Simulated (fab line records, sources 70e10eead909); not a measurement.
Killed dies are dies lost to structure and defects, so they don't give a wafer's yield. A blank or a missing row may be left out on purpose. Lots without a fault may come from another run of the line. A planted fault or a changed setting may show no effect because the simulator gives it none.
Chamber matching | flow nand_harc | NHARC_A_CONTACT_DEP_29 on pecvd-03: 3 sister chambers
The step deposits SiON, target thk 70 nm. 14 wafers are shown with their chamber, then 7 later ones without.

WAFERS WITH THEIR CHAMBER
wafer  | chamber | heater_power_w (W) | susceptor_temp_C (C)
L075.1 | 0       | 661                | 399.92
L075.4 | 0       | 675                | 399.95
L075.5 | 1       | 760                | 399.79
L079.2 | 0       | 659                | 399.88
L079.5 | 2       | 630                | 399.97
L079.6 | 1       | 757                | 399.47
L084.1 | 2       | 692                | 400.05
L084.3 | 1       | 657                | 400.08
L084.4 | 2       | 727                | 400.05
L083.1 | 2       | 699                | 399.61
L083.2 | 1       | 795                | 400.22
L083.3 | 0       | 661                | 400.05
L087.1 | 2       | 670                | 400.23
L087.4 | 0       | 645                | 399.57

SIGNATURES (means of the wafers above)
reading          | chamber 0 | chamber 1 | chamber 2 | scatter within a chamber
heater_power_w   | 660.20    | 742.25    | 683.60    | 38.5
susceptor_temp_C | 399.8740  | 399.8900  | 399.9820  | 0.247
Rule: a wafer's distance from a chamber is the root of the sum, over the readings, of the square of ((its reading less the chamber's mean) divided by the reading's scatter). The wafer belongs to the nearest chamber; if the next one is less than 2 further off, it can't be placed. The scatter: the root of (the sum of the squares of (reading less its chamber's mean) over the shown wafers, divided by (wafers less chambers)).

WAFERS WITHOUT THEIR CHAMBER
wafer  | heater_power_w (W) | susceptor_temp_C (C)
L087.6 | 660                | 400.14
L095.1 | 746                | 400.23
L095.2 | 647                | 399.80
L095.4 | 639                | 399.55
L097.1 | 704                | 399.92
L097.4 | 709                | 400.15
L097.5 | 664                | 399.97

WHICH CHAMBER EACH WENT THROUGH
wafer  | from the rows above          | in truth
L087.6 | can't be placed: 2 or 0 or 1 | 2
L095.1 | can't be placed: 1 or 2 or 0 | 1
L095.2 | can't be placed: 0 or 2      | 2
L095.4 | can't be placed: 0 or 2 or 1 | 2
L097.1 | can't be placed: 2 or 1 or 0 | 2
L097.4 | can't be placed: 2 or 1 or 0 | 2
L097.5 | can't be placed: 0 or 2 or 1 | 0
Placed correctly: 0 of 7. Can't be placed from these rows: 7 (the true chamber is among the candidates in 7). Placed wrongly: 0.
